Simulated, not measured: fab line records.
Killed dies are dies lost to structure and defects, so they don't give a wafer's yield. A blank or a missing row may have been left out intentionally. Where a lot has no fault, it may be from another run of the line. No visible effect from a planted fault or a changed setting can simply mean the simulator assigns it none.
Chamber matching / flow nand harc / NHARC_A_ONON_D2_DEP_33 on pecvd-03 has 3 sister chambers
The step deposits SiO2, target thk 200 nm. 3 wafers are shown with their chamber, then 11 later ones without.

## WAFERS, EACH WITH ITS CHAMBER
wafer=L090.1; chamber=2; throttle valve pct (%)=16.7
wafer=L090.6; chamber=1; throttle valve pct (%)=15.9
wafer=L093.3; chamber=0; throttle valve pct (%)=15.5

## WAFERS WHOSE CHAMBER IS MISSING
wafer=L093.5; throttle valve pct (%)=16.6
wafer=L093.6; throttle valve pct (%)=15.5
wafer=L095.1; throttle valve pct (%)=15.7
wafer=L095.2; throttle valve pct (%)=16.2
wafer=L095.5; throttle valve pct (%)=15.9
wafer=L096.1; throttle valve pct (%)=17.0
wafer=L096.2; throttle valve pct (%)=15.8
wafer=L096.3; throttle valve pct (%)=15.6
wafer=L097.2; throttle valve pct (%)=17.0
wafer=L097.3; throttle valve pct (%)=15.8
wafer=L097.5; throttle valve pct (%)=15.8

## WHICH CHAMBER EACH ONE RAN IN
wafer=L093.5; from the rows above=2; in truth=2
wafer=L093.6; from the rows above=0; in truth=0
wafer=L095.1; from the rows above=can't be placed: 0 or 1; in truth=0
wafer=L095.2; from the rows above=can't be placed: 1 or 2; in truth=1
wafer=L095.5; from the rows above=1; in truth=1
wafer=L096.1; from the rows above=2; in truth=2
wafer=L096.2; from the rows above=can't be placed: 1 or 0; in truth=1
wafer=L096.3; from the rows above=can't be placed: 0 or 1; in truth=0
wafer=L097.2; from the rows above=2; in truth=2
wafer=L097.3; from the rows above=can't be placed: 1 or 0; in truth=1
wafer=L097.5; from the rows above=can't be placed: 1 or 0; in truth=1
5 of 11 placed correctly. These rows do not allow placing 6 (true chamber among the candidates in 6). Number placed wrongly: 0.
How it was worked out, from the rows above alone: a wafer's distance from a chamber is the root of the sum, over the readings, of the square of ((its reading less the chamber's mean) divided by the reading's scatter). If the next closest chamber is less than 2 further off than the closest, the wafer can't be placed; otherwise it belongs to the closest. For every chamber, the mean is computed from those of its wafers that are shown. The scatter: root of mean squared gap, hidden wafer to nearest shown wafer, with one shown wafer a chamber.
